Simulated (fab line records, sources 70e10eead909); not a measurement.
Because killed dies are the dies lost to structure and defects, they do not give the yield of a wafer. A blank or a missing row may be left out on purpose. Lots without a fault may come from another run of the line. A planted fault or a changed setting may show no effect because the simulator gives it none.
Which tool was responsible? ; flow nandHarc ; 24 lots, 72 wafers sampled, at 6 steps of a route of 1159

WHAT THE GAUGES SHOWED, per wafer
NHARC_P_M1_INSPECT_27. Usual: rawDefectCount reads 313 (standard deviation 110).
lot;measured;on;rawDefectCount;flag
L074;day 6 12:31;defectInspect-01;306 185 216;
L075;day 6 13:04;defectInspect-01;339 228 153;
L077;day 6 15:54;defectInspect-01;482 332 408;
L076;day 6 17:59;defectInspect-02;364 283 283;
L078;day 7 03:34;defectInspect-02;289 319 312;
L079;day 7 07:23;defectInspect-02;371 161 290;
L080;day 7 20:03;defectInspect-01;339 426 281;
L081;day 8 01:35;defectInspect-02;429 409 605;
L082;day 8 01:37;defectInspect-01;115 184 260;
L083;day 8 08:55;defectInspect-02;235 390 304;
L084;day 8 09:43;defectInspect-01;394 371 370;
L086;day 9 05:33;defectInspect-02;327 234 535;
L088;day 9 05:52;defectInspect-01;360 267 346;
L085;day 9 07:04;defectInspect-02;353 300 334;
L087;day 9 14:14;defectInspect-02;280 258 486;
L089;day 10 03:16;defectInspect-01;320 242 273;
L090;day 10 06:24;defectInspect-02;347 252 207;
L091;day 10 10:38;defectInspect-01;230 166 305;
L092;day 10 13:16;defectInspect-01;624 236 196;
L093;day 10 16:27;defectInspect-02;382 424 521;
L094;day 11 01:37;defectInspect-01;342 146 206;
L095;day 11 03:28;defectInspect-02;344 451 254;
L096;day 11 11:25;defectInspect-01;350 358 291;
L097;day 11 20:44;defectInspect-02;382 285 244;

NHARC_P_M2_THK_MEAS_24: measures by xrf. Usual: thkNm reads 144.1 nm (standard deviation 1.4).
lot;measured;on;thkNm (nm);flag
L074;day 6 16:30;filmMetro-02;145.4 144.0 142.1;
L075;day 6 17:13;filmMetro-01;144.1 143.8 144.8;
L077;day 6 20:01;filmMetro-01;146.8 144.2 142.9;
L076;day 6 21:54;filmMetro-02;145.9 144.2 144.1;
L078;day 7 07:35;filmMetro-01;143.7 144.7 145.5;
L079;day 7 11:21;filmMetro-01;144.7 147.2 146.0;
L080;day 7 23:56;filmMetro-02;144.1 146.2 143.9;
L081;day 8 05:53;filmMetro-01;145.4 144.6 144.9;
L082;day 8 05:56;filmMetro-02;145.5 144.6 144.2;
L083;day 8 12:56;filmMetro-01;144.1 142.4 144.1;
L084;day 8 14:20;filmMetro-01;144.2 144.1 145.3;
L086;day 9 10:04;filmMetro-01;145.8 145.4 145.2;
L088;day 9 10:47;filmMetro-02;142.2 145.1 142.8;
L085;day 9 11:34;filmMetro-01;144.1 142.0 144.4;
L087;day 9 18:12;filmMetro-02;144.2 143.0 145.7;
L089;day 10 07:24;filmMetro-02;142.2 142.4 140.9;
L090;day 10 10:20;filmMetro-02;143.9 142.8 141.9;
L091;day 10 14:30;filmMetro-02;142.6 142.3 142.1;
L092;day 10 17:17;filmMetro-02;145.1 146.0 144.3;
L093;day 10 20:34;filmMetro-02;142.3 144.4 142.8;
L094;day 11 05:56;filmMetro-01;144.7 144.8 144.1;
L095;day 11 07:31;filmMetro-01;143.9 142.4 146.1;
L096;day 11 15:25;filmMetro-01;145.9 144.8 144.4;
L097;day 12 00:44;filmMetro-01;142.0 142.4 141.1;

WHAT TOOL EACH LOT RAN ON (gives the tool, then ch and the chambers of the sampled wafers, and finally the start)
lot;NHARC_P_M1_DEGAS_29;NHARC_P_M2_ETCH_35;NHARC_P_M2_ETCH_28;NHARC_P_M2_CMP_23
L074;pvdSputter-01, day 6 10:58;rieDiel-01 ch 2,3, day 6 14:10;rieDiel-06 ch 0,3, day 6 16:16 or earlier;cmp-02 ch 0,2,3, day 6 16:16
L075;pvdSputter-02, day 6 11:18;rieDiel-01 ch 0,1, day 6 14:52;rieDiel-06 ch 0,2,3, day 6 16:54 or earlier;cmp-04 ch 2,3, day 6 16:54
L077;pvdSputter-03, day 6 14:20;rieDiel-06 ch 0,2,3, day 6 17:26;rieDiel-13 ch 1,2,3, day 6 19:43 or earlier;cmp-02 ch 0,2,3, day 6 19:43
L076;pvdSputter-02, day 6 16:25;rieDiel-06 ch 0,1,2, day 6 19:32;rieDiel-06 ch 0,1,3, day 6 21:35 or earlier;cmp-01 ch 0,2,3, day 6 21:35
L078;pvdSputter-03, day 7 01:49;rieDiel-01 ch 1,2,3, day 7 05:14;rieDiel-01 ch 0,1,2, day 7 07:16 or earlier;cmp-01 ch 0,3, day 7 07:16
L079;pvdSputter-01, day 7 05:50;rieDiel-01 ch 0,1,3, day 7 08:56;rieDiel-13 ch 0,1,2, day 7 11:04 or earlier;cmp-04 ch 0,1,3, day 7 11:04
L080;pvdSputter-03, day 7 18:13;rieDiel-01 ch 0,1,2, day 7 21:35;rieDiel-01 ch 1,2,3, day 7 23:37 or earlier;cmp-02 ch 0,2,3, day 7 23:37
L081;pvdSputter-02, day 7 23:48;rieDiel-01 ch 1,2, day 8 03:25;rieDiel-06 ch 1,2, day 8 05:34 or earlier;cmp-02 ch 0,2, day 8 05:34
L082;pvdSputter-01, day 8 00:03;rieDiel-01 ch 0,1,2, day 8 03:27;rieDiel-01 ch 0,1,2, day 8 05:38 or earlier;cmp-01 ch 0,2,3, day 8 05:38
L083;pvdSputter-01, day 8 07:22;rieDiel-01 ch 0,1, day 8 10:34;rieDiel-01 ch 0,1,3, day 8 12:37 or earlier;cmp-04 ch 2,3, day 8 12:37
L084;pvdSputter-02, day 8 08:09;rieDiel-06 ch 1,3, day 8 11:45;rieDiel-06 ch 0,1, day 8 14:04 or earlier;cmp-02 ch 1,2,3, day 8 14:04
L086;pvdSputter-01, day 9 03:59;rieDiel-01 ch 1,2, day 9 07:43;rieDiel-01 ch 0,1, day 9 09:45 or earlier;cmp-02 ch 0,1,2, day 9 09:45
L088;pvdSputter-03, day 9 04:20;rieDiel-06 ch 1,2,3, day 9 08:04;rieDiel-01 ch 1,2,3, day 9 10:34 or earlier;cmp-01 ch 0,1,3, day 9 10:34
L085;pvdSputter-03, day 9 05:30;rieDiel-01 ch 0,1,3, day 9 09:14;rieDiel-01 ch 1,2,3, day 9 11:15 or earlier;cmp-02 ch 2,3, day 9 11:15
L087;pvdSputter-01, day 9 12:41;rieDiel-01 ch 1,2, day 9 15:45;rieDiel-01 ch 0,3, day 9 17:52 or earlier;cmp-04 ch 1,2, day 9 17:52
L089;pvdSputter-03, day 10 01:29;rieDiel-01 ch 2,3, day 10 04:58;rieDiel-01 ch 0,2,3, day 10 07:05 or earlier;cmp-04 ch 0,3, day 10 07:05
L090;pvdSputter-01, day 10 04:48;rieDiel-01 ch 2,3, day 10 07:59;rieDiel-13 ch 2,3, day 10 10:01 or earlier;cmp-04 ch 1,2,3, day 10 10:01
L091;pvdSputter-01, day 10 09:04;rieDiel-06 ch 0,3, day 10 12:08;rieDiel-06 ch 1,2,3, day 10 14:11 or earlier;cmp-04 ch 0,3, day 10 14:11
L092;pvdSputter-01, day 10 11:40;rieDiel-01 ch 0,1,3, day 10 14:56;rieDiel-06 ch 0,3, day 10 16:58 or earlier;cmp-01 ch 1,2, day 10 16:58
L093;pvdSputter-02, day 10 14:52;rieDiel-06 ch 0,1,3, day 10 18:09;rieDiel-01 ch 0,1,3, day 10 20:15 or earlier;cmp-04 ch 0,1,2, day 10 20:15
L094;pvdSputter-02, day 11 00:03;rieDiel-01 ch 0,1,3, day 11 03:16;rieDiel-01 ch 0,2,3, day 11 05:37 or earlier;cmp-01 ch 1,2, day 11 05:37
L095;pvdSputter-03, day 11 01:55;rieDiel-01 ch 1,3, day 11 05:10;rieDiel-01 ch 2,3, day 11 07:11 or earlier;cmp-01 ch 2,3, day 11 07:11
L096;pvdSputter-02, day 11 09:51;rieDiel-01 ch 0,2,3, day 11 13:04;rieDiel-01 ch 0,2,3, day 11 15:07 or earlier;cmp-01 ch 0,2,3, day 11 15:07
L097;pvdSputter-01, day 11 19:06;rieDiel-01 ch 1,2, day 11 22:24;rieDiel-01 ch 0,2,3, day 12 00:29 or earlier;cmp-04 ch 0,2,3, day 12 00:29
- NHARC_P_M1_DEGAS_29: time 60 s.
- NHARC_P_M2_ETCH_35: etches the open film in N2/H2, target depth 40 nm, overetch 12 nm, time 43.94 s.
- NHARC_P_M2_ETCH_28: etches the open film in CF4/N2, target depth 30 nm, time 72.99 s.
- NHARC_P_M2_CMP_23: polishes, t overpolish 20 s, target thk 144.3 nm.

AS READ BY THE TOOLS THEMSELVES (means over the sampled wafers that have a number; for cases with no such wafer, the mark the record gives instead)
NHARC_P_M1_DEGAS_29. Usual: heaterPowerW reads 350 W (standard deviation 46).
lot;tool;heaterPowerW (W);flag
L074;pvdSputter-01;332;
L075;pvdSputter-02;384;
L077;pvdSputter-03;371;
L076;pvdSputter-02;390;
L078;pvdSputter-03;367;
L079;pvdSputter-01;351;
L080;pvdSputter-03;356;
L081;pvdSputter-02;331;
L082;pvdSputter-01;343;
L083;pvdSputter-01;334;
L084;pvdSputter-02;440;
L086;pvdSputter-01;348;
L088;pvdSputter-03;359;
L085;pvdSputter-03;363;
L087;pvdSputter-01;337;
L089;pvdSputter-03;365;
L090;pvdSputter-01;332;
L091;pvdSputter-01;338;
L092;pvdSputter-01;330;
L093;pvdSputter-02;369;
L094;pvdSputter-02;298;
L095;pvdSputter-03;356;
L096;pvdSputter-02;365;
L097;pvdSputter-01;329;

NHARC_P_M2_ETCH_35. Usual: drypumpMotorCurrentA 5.6 A, standard deviation 0.51; oesProductAu 1.000 a.u., standard deviation 0.013; rfVppV 429.8 V, standard deviation 1.7; showerheadPlenumPTorr 2.02 Torr, standard deviation 0.055; throttleValvePct 14.171 %, standard deviation 0.0094.
lot;tool;drypumpMotorCurrentA (A);oesProductAu (a.u.);rfVppV (V);showerheadPlenumPTorr (Torr);throttleValvePct (%);flag
L074;rieDiel-01;5.3;0.992;428.8;1.98;14.170;
L075;rieDiel-01;5.9;1.000;430.3;2.02;14.173;
L077;rieDiel-06;5.7;1.015;430.3;2.03;14.177;
L076;rieDiel-06;5.5;1.005;432.4;2.07;14.183;
L078;rieDiel-01;5.6;0.990;428.9;1.99;14.162;
L079;rieDiel-01;5.6;1.001;430.3;2.02;14.158;
L080;rieDiel-01;5.6;1.000;429.7;2.01;14.172;
L081;rieDiel-01;6.0;0.990;428.7;1.99;14.175;
L082;rieDiel-01;5.6;1.001;429.7;2.01;14.173;
L083;rieDiel-01;5.5;1.011;430.3;2.05;14.167;
L084;rieDiel-06;6.1;0.989;430.7;2.05;14.174;
L086;rieDiel-01;5.9;0.993;428.6;1.99;14.165;
L088;rieDiel-06;6.0;0.997;431.4;2.08;14.172;
L085;rieDiel-01;5.6;1.003;429.8;2.02;14.171;
L087;rieDiel-01;5.9;0.995;428.2;1.99;14.168;
L089;rieDiel-01;5.3;0.985;428.3;1.98;14.164;
L090;rieDiel-01;5.3;0.989;428.4;1.99;14.173;
L091;rieDiel-06;5.9;1.014;429.2;1.96;14.172;
L092;rieDiel-01;5.6;0.999;430.5;2.02;14.168;
L093;rieDiel-06;5.7;1.005;429.8;2.00;14.179;
L094;rieDiel-01;5.6;1.000;430.7;2.02;14.177;
L095;rieDiel-01;6.0;0.998;428.7;2.00;14.172;
L096;rieDiel-01;5.2;1.003;429.4;2.01;14.165;
L097;rieDiel-01;5.6;0.986;429.0;1.98;14.170;

NHARC_P_M2_ETCH_28. Usual: drypumpMotorCurrentA 5.6 A, standard deviation 0.5; oesProductAu 1.000 a.u., standard deviation 0.013; rfVppV 313.9 V, standard deviation 1.5; showerheadPlenumPTorr 2.61 Torr, standard deviation 0.081; throttleValvePct 19.795 %, standard deviation 0.01.
lot;tool;drypumpMotorCurrentA (A);oesProductAu (a.u.);rfVppV (V);showerheadPlenumPTorr (Torr);throttleValvePct (%);flag
L074;rieDiel-06;5.4;1.015;312.2;2.53;19.787;
L075;rieDiel-06;5.7;1.014;314.7;2.62;19.789;
L077;rieDiel-13;5.8;1.001;315.3;2.72;19.793;
L076;rieDiel-06;5.7;0.997;313.8;2.59;19.791;
L078;rieDiel-01;5.6;0.996;313.5;2.60;19.793;
L079;rieDiel-13;6.2;0.997;314.3;2.62;19.793;
L080;rieDiel-01;5.6;0.997;312.7;2.57;19.789;
L081;rieDiel-06;6.0;0.993;315.6;2.72;19.798;
L082;rieDiel-01;5.6;0.991;313.4;2.60;19.797;
L083;rieDiel-01;5.6;1.008;313.7;2.61;19.798;
L084;rieDiel-06;5.7;0.992;313.4;2.63;19.802;
L086;rieDiel-01;5.9;1.006;314.0;2.61;19.786;
L088;rieDiel-01;5.6;0.987;313.4;2.57;19.799;
L085;rieDiel-01;5.6;0.989;313.3;2.57;19.794;
L087;rieDiel-01;5.2;0.999;314.4;2.61;19.795;
L089;rieDiel-01;5.2;0.999;314.4;2.59;19.794;
L090;rieDiel-13;5.3;0.998;316.2;2.74;19.785;
L091;rieDiel-06;6.1;1.011;313.9;2.67;19.799;
L092;rieDiel-06;5.4;1.010;311.9;2.53;19.787;
L093;rieDiel-01;5.6;0.999;314.2;2.61;19.787;
L094;rieDiel-01;5.2;0.989;313.4;2.59;19.794;
L095;rieDiel-01;5.3;0.997;313.2;2.55;19.793;
L096;rieDiel-01;5.2;0.996;314.2;2.59;19.795;
L097;rieDiel-01;5.2;0.999;314.2;2.59;19.795;

NHARC_P_M2_CMP_23. Usual: motorCurrentA 12.0 A, standard deviation 1.1; timeToEndpointS 28.8 s, standard deviation 2.5.
lot;tool;motorCurrentA (A);timeToEndpointS (s);flag
L074;cmp-02;11.6;31.0;
L075;cmp-04;11.8;28.0;
L077;cmp-02;11.5;27.4;
L076;cmp-01;12.5;29.2;
L078;cmp-01;11.6;31.1;
L079;cmp-04;12.5;30.0;
L080;cmp-02;11.0;28.5;
L081;cmp-02;10.1;29.7;
L082;cmp-01;12.2;29.4;
L083;cmp-04;11.3;27.5;
L084;cmp-02;12.4;30.1;
L086;cmp-02;11.5;29.6;
L088;cmp-01;11.7;28.0;
L085;cmp-02;12.3;27.6;
L087;cmp-04;12.2;28.6;
L089;cmp-04;12.5;26.6;
L090;cmp-04;12.0;25.2;
L091;cmp-04;12.6;25.6;
L092;cmp-01;12.0;29.4;
L093;cmp-04;11.8;26.3;
L094;cmp-01;12.3;28.6;
L095;cmp-01;11.4;29.6;
L096;cmp-01;12.6;31.7;
L097;cmp-04;11.7;24.7;

THE ANSWER, worked out from the rows above alone
Rule: take the mean of a lot's wafers that have a number; if it is more than 3 standard deviations from the usual mean, the lot is off. Also off: a lot with no number at a reading for which 4 or more lots have one. Any other lot the step has rows for is counted as sound. First the gauges in route order, then the tools' own readings, where a lot's mean is used as printed above. The first step at which some lot is off is used, and at that step the reading that is off furthest; a lot without a number counts as furthest.
No lot is off on any of the readings shown, so nothing can be concluded from this.

WHAT THE SIMULATOR HAD PUT IN
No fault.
